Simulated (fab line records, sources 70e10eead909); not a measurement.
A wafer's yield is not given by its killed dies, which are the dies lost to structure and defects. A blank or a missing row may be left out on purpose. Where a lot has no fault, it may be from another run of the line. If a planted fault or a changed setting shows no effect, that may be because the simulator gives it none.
fab line records	flow nand_harc	part 2 of 2: steps 5 to 6 of 6
[record] lots = 20	wafers = 60	last_day = 34
route steps=1302 shown A_STAIRCASE@733
lots untouched by any fault: they come from a run of this same line in which no faults occurred
start_h: hours from the record's opening day to when the first of the lot's shown wafers began	wait_h: how many hours have passed since the lot's step before this one	" unchanged from the row above	L1.1+2: one row covering several wafers at once	- no value, or no start was given	* or withheld: withheld	< > ~ a bound
route shown NAME@n: names a module that has steps shown in the file, with the first one's number in the route	usual: mean/standard deviation of fault-free wafers	same: alike in all rows	chamber/n: place in a boat	sites: the reading at each site	_std_site: how widely they spread, as a standard deviation	_edge_site: outer sites' mean less inner sites'	radius_mm: for every site, how far away it sits from the centre of the wafer	mask NAME#n: copy n	behind: the last tool/chamber to shape the wafer	hold: cause of the lot's hold/its duration in hours/its outcome	device: whichever transistor did not switch (one of n, p or np)	end of line: tests of these same wafers at the route's end	for a step that has no rows: nothing shown but its recipe	killed: count of dies lost to structure and defects at first sort (not the wafer's yield)	map: a wafer's dies, x killed, . not, _ none there
set.NAME: the setting the step ran with; set.NAME@STEP: the setting that earlier step ran with	model.NAME: the simulator's own value behind a step, which no gauge read
the route's steps for a sample of lots (tables are steps, rows are wafers)
services: the hour from which a tool's chamber was out of use, counted from the record's first day as start_h (under 0 if before that day), plus the number of hours and why
[[steps]]
[step NHARC_A_STAIRCASE_HM_OPEN_460]
[recipe] o2_flow_sccm = 400	cos_flow_sccm = 20	ar_flow_sccm = 0	rf_w = 500	bias_w = 300	chemistry = O2/COS
[usual] drypump_motor_current_A = 5.7/0.4	oes_product_au = 0.997/0.011	rf_vpp_V = 466.4/2.9	showerhead_plenum_p_Torr = 3.09/0.13	throttle_valve_pct = 28.331/0.0086
lot.wafer	tool	chamber	start_h	wait_h	drypump_motor_current_A	oes_product_au	rf_hours_counter_h	rf_vpp_V	showerhead_plenum_p_Torr	throttle_valve_pct
L074.4	rie_diel-07	2	-	-	5.9	1.009	34	464.8	2.94	28.338
L074.1	"	0	"	"	5.8	1.003	26	463.8	2.97	28.338
L074.6	"	2	"	"	5.9	1.005	-	463.9	2.94	28.330
L077.4	rie_diel-07	3	-	-	6.3	1.004	29	468.0	3.16	28.318
L077.5	"	1	"	"	5.8	1.003	-	467.5	3.13	28.318
L077.6	"	2	"	"	6.0	0.997	-	463.1	2.94	28.326
L075.2	rie_diel-10	0	-	-	6.0	1.028	65	471.3	3.34	28.345
L075.6	"	3	"	"	5.0	1.014	-	465.6	3.01	28.321
L075.5	"	0	"	"	6.0	1.029	-	473.5	3.34	28.313
L076.1	rie_diel-10	3	-	-	5.0	1.004	62	465.1	3.01	28.334
L076.2	"	0	"	"	6.0	1.017	65	470.1	3.34	28.307
L076.5	"	0	"	"	6.0	1.013	-	471.5	3.34	28.340
L079.2	rie_diel-07	3	-	-	6.2	1.006	37	467.1	3.15	28.341
L079.4	"	2	"	"	5.9	0.999	41	461.6	2.94	28.329
L079.5	"	3	"	"	6.2	1.000	-	467.7	3.16	28.334
L078.3	rie_diel-02	2	-	-	6.0	1.004	8	466.0	3.08	28.329
L078.6	"	2	"	"	6.0	1.004	-	465.1	3.08	28.338
L078.5	"	3	"	"	5.2	0.986	-	470.6	3.32	28.321
L081.2	rie_diel-10	2	-	-	4.8	1.011	1	466.1	3.01	28.332
L081.5	"	2	"	"	4.8	1.006	-	464.5	3.01	28.337
L081.6	"	3	"	"	5.0	0.985	-	465.4	3.01	28.340
L082.1	rie_diel-07	0	-	-	5.8	0.997	49	464.4	2.96	28.340
L082.2	"	2	"	"	5.9	1.002	57	463.3	2.93	28.332
L082.4	"	3	"	"	6.2	1.002	52	467.2	3.15	28.318
L083.3	rie_diel-02	1	-	-	5.3	1.001	22	472.0	3.30	28.339
L083.2	"	3	"	"	5.2	0.999	30	470.5	3.31	28.330
L083.1	"	0	"	"	5.3	0.996	18	470.0	3.20	28.327
L085.1	rie_diel-02	1	-	-	5.2	0.995	23	471.9	3.30	28.341
L085.4	"	2	"	"	6.0	0.987	33	464.3	3.07	28.340
L085.3	"	0	"	"	5.2	0.997	18	467.2	3.20	28.344
L084.3	rie_diel-07	2	-	-	5.9	0.995	2	463.6	2.93	28.314
L084.2	"	3	"	"	6.2	0.974	2	468.3	3.15	28.339
L084.6	"	2	"	"	5.9	1.009	-	463.8	2.93	28.332
L087.1	rie_diel-07	3	-	-	6.2	0.985	7	467.0	3.14	28.339
L087.6	"	2	"	"	6.0	0.996	-	461.6	2.93	28.336
L087.5	"	3	"	"	6.2	0.976	-	467.8	3.14	28.320
L089.4	rie_diel-02	3	-	-	5.2	0.970	42	471.1	3.30	28.324
L089.2	"	2	"	"	5.9	0.981	45	466.9	3.07	28.341
L089.6	"	3	"	"	5.3	0.984	-	472.5	3.30	28.337
L088.1	rie_diel-07	0	-	-	5.8	0.972	10	463.2	2.96	28.320
L088.6	"	2	"	"	5.9	1.013	-	462.4	2.92	28.334
L088.5	"	0	"	"	5.8	0.971	-	464.5	2.96	28.319
L090.1	rie_diel-07	3	-	-	6.2	0.987	12	468.0	3.14	28.331
L090.4	"	1	"	"	5.8	0.994	22	466.9	3.11	28.330
L090.5	"	3	"	"	6.2	0.992	-	466.9	3.14	28.321
L091.3	rie_diel-10	2	-	-	4.8	1.011	45	463.2	2.98	28.342
L091.2	"	3	"	"	5.0	0.993	46	464.4	2.99	28.326
L091.1	"	0	"	"	6.0	1.016	51	471.1	3.31	28.330
L093.4	rie_diel-07	1	-	-	5.8	1.001	30	466.9	3.10	28.322
L093.2	"	3	"	"	6.2	0.991	18	469.0	3.14	28.323
L093.1	"	0	"	"	5.8	0.991	26	462.8	2.95	28.332
L094.2	rie_diel-07	2	-	-	6.0	1.016	33	464.0	2.91	28.343
L094.1	"	0	"	"	5.8	0.992	29	462.2	2.95	28.332
L094.5	"	2	"	"	5.9	1.006	-	461.9	2.91	28.336
L096.2	rie_diel-02	0	-	-	5.3	1.002	7	468.5	3.18	28.327
L096.1	"	1	"	"	5.2	0.995	9	470.0	3.28	28.336
L096.6	"	3	"	"	5.2	0.987	-	471.6	3.29	28.314
L097.2	rie_diel-07	1	-	-	5.8	0.981	39	466.3	3.10	28.320
L097.5	"	3	"	"	6.2	0.979	-	466.7	3.13	28.324
L097.6	"	0	"	"	5.8	0.976	-	462.2	2.95	28.341
[step NHARC_A_STAIRCASE_STRIP_295]
[recipe] o2_flow_sccm = 500	ar_flow_sccm = 0	bias_w = 0	chemistry = O2
[usual] drypump_motor_current_A = 5.7/0.41	oes_product_au = 0.993/0.011	rf_vpp_V = 57.7/0.92	showerhead_plenum_p_Torr = 3.48/0.14	throttle_valve_pct = 17.037/0.0081
lot.wafer	tool	chamber	start_h	wait_h	drypump_motor_current_A	oes_product_au	rf_hours_counter_h	rf_vpp_V	showerhead_plenum_p_Torr	throttle_valve_pct
L074.1	rie_diel-07	2	-	-	5.9	1.008	34	57.7	3.33	17.029
L074.4	"	3	"	"	6.2	1.001	29	57.4	3.57	17.035
L074.6	"	2	"	"	5.9	1.000	-	56.7	3.33	17.037
L077.4	rie_diel-07	1	-	-	5.8	0.994	33	56.5	3.54	17.030
L077.6	"	2	"	"	5.9	1.002	-	57.5	3.33	17.040
L077.5	"	3	"	"	6.3	0.995	-	57.8	3.57	17.034
L075.2	rie_diel-10	3	-	-	5.0	0.993	62	57.6	3.40	17.036
L075.5	"	1	"	"	5.9	1.001	-	58.0	3.31	17.039
L075.6	"	2	"	"	4.8	1.008	-	58.4	3.40	17.037
L076.1	rie_diel-10	2	-	-	4.8	1.024	53	58.6	3.40	17.047
L076.2	"	0	"	"	6.0	1.008	66	58.3	3.77	17.036
L076.5	"	1	"	"	6.0	1.003	-	58.8	3.31	17.041
L079.2	rie_diel-07	0	-	-	5.8	0.997	36	56.3	3.36	17.034
L079.4	"	1	"	"	5.8	1.001	41	58.7	3.53	17.029
L079.5	"	1	"	"	5.8	0.998	-	58.1	3.53	17.054
L078.3	rie_diel-02	1	-	-	5.3	1.000	8	59.2	3.74	17.038
L078.6	"	1	"	"	5.2	1.008	-	57.8	3.74	17.033
L078.5	"	2	"	"	6.0	0.990	-	57.8	3.49	17.056
L081.2	rie_diel-10	2	-	-	4.8	1.018	2	58.1	3.40	17.044
L081.5	"	1	"	"	6.0	1.005	-	59.5	3.31	17.033
L081.6	"	2	"	"	4.8	1.015	-	57.3	3.40	17.040
L082.1	rie_diel-07	3	-	-	6.3	1.000	53	58.9	3.56	17.031
L082.4	"	0	"	"	5.8	0.991	49	57.5	3.35	17.039
L082.2	"	1	"	"	5.8	0.990	54	56.6	3.53	17.046
L083.1	rie_diel-02	3	-	-	5.3	0.979	31	60.2	3.73	17.045
L083.3	"	0	"	"	5.3	0.985	18	58.5	3.62	17.043
L083.2	"	1	"	"	5.3	0.986	23	59.3	3.73	17.046
L085.4	rie_diel-02	2	-	-	5.9	0.982	33	58.2	3.47	17.040
L085.1	"	3	"	"	5.2	0.997	31	57.4	3.73	17.028
L085.3	"	1	"	"	5.3	0.992	23	58.7	3.73	17.030
L084.3	rie_diel-07	2	-	-	5.9	0.993	3	58.1	3.31	17.046
L084.2	"	3	"	"	6.2	0.981	3	57.8	3.55	17.038
L084.6	"	3	"	"	6.2	0.987	-	57.7	3.55	17.044
L087.1	rie_diel-07	2	-	-	5.9	1.007	8	57.1	3.31	17.035
L087.6	"	3	"	"	6.3	0.986	-	58.8	3.55	17.024
L087.5	"	1	"	"	5.8	0.978	-	57.8	3.52	17.031
L089.4	rie_diel-02	3	-	-	5.3	0.981	43	56.5	3.73	17.014
L089.2	"	0	"	"	5.2	0.988	29	58.5	3.61	17.035
L089.6	"	3	"	"	5.2	0.978	-	58.1	3.73	17.021
L088.1	rie_diel-07	0	-	-	5.8	0.982	11	58.8	3.35	17.043
L088.5	"	2	"	"	5.9	1.006	-	57.8	3.31	17.032
L088.6	"	0	"	"	5.8	0.977	-	56.4	3.34	17.035
L090.4	rie_diel-07	1	-	-	5.8	0.991	23	59.2	3.51	17.047
L090.1	"	2	"	"	5.9	1.010	23	57.9	3.30	17.035
L090.5	"	1	"	"	5.9	0.982	-	58.3	3.51	17.043
L091.2	rie_diel-10	3	-	-	5.0	0.992	47	56.6	3.38	17.051
L091.1	"	0	"	"	6.0	1.030	51	56.7	3.74	17.046
L091.3	"	1	"	"	5.9	1.011	50	56.6	3.28	17.046
L093.2	rie_diel-07	2	-	-	5.9	0.991	32	57.0	3.30	17.038
L093.4	"	0	"	"	5.8	0.974	29	57.8	3.34	17.033
L093.1	"	1	"	"	5.8	0.994	32	57.0	3.51	17.039
L094.2	rie_diel-07	0	-	-	5.8	0.987	29	55.9	3.34	17.032
L094.1	"	2	"	"	5.9	0.993	33	56.5	3.30	17.038
L094.5	"	0	"	"	5.8	0.979	-	57.2	3.34	17.041
L097.2	rie_diel-07	2	-	-	5.9	0.997	41	58.1	3.29	17.031
L097.6	"	3	"	"	6.3	0.978	-	56.5	3.54	17.025
L097.5	"	0	"	"	5.8	0.977	-	57.8	3.33	17.033
L096.1	rie_diel-02	3	-	-	5.2	0.991	10	58.2	3.71	17.047
L096.2	"	1	"	"	5.3	1.000	13	58.6	3.70	17.036
L096.6	"	3	"	"	5.2	0.988	-	56.9	3.71	17.023
[[services]]
tool	chamber	start_h	hours	kind
rie_diel-07	0	353.91	-	clean
rie_diel-07	1	353.91	-	clean
rie_diel-07	2	353.91	-	clean
rie_diel-07	3	353.91	-	clean
rie_diel-07	0	378.44	-	clean
rie_diel-07	1	378.44	-	clean
rie_diel-02	-	394.69	9.0	pm
rie_diel-10	-	420.51	9.0	pm
rie_diel-02	0	421.82	34.6	repair
rie_diel-07	-	432.78	0.3	repair
rie_diel-10	-	461.80	3.5	repair
rie_diel-02	1	466.26	16.5	repair
rie_diel-07	-	472.53	9.0	pm
rie_diel-02	1	500.29	7.4	repair
rie_diel-02	2	503.14	1.3	repair
rie_diel-07	0	503.72	12.5	repair
rie_diel-07	3	521.53	16.0	repair
rie_diel-02	0	539.74	2.6	repair
rie_diel-02	2	541.20	28.6	repair
rie_diel-02	-	559.32	0.6	repair
rie_diel-02	-	571.69	9.0	pm
rie_diel-10	3	581.32	4.8	repair
rie_diel-02	-	592.64	0.9	repair
rie_diel-10	-	597.51	9.0	pm
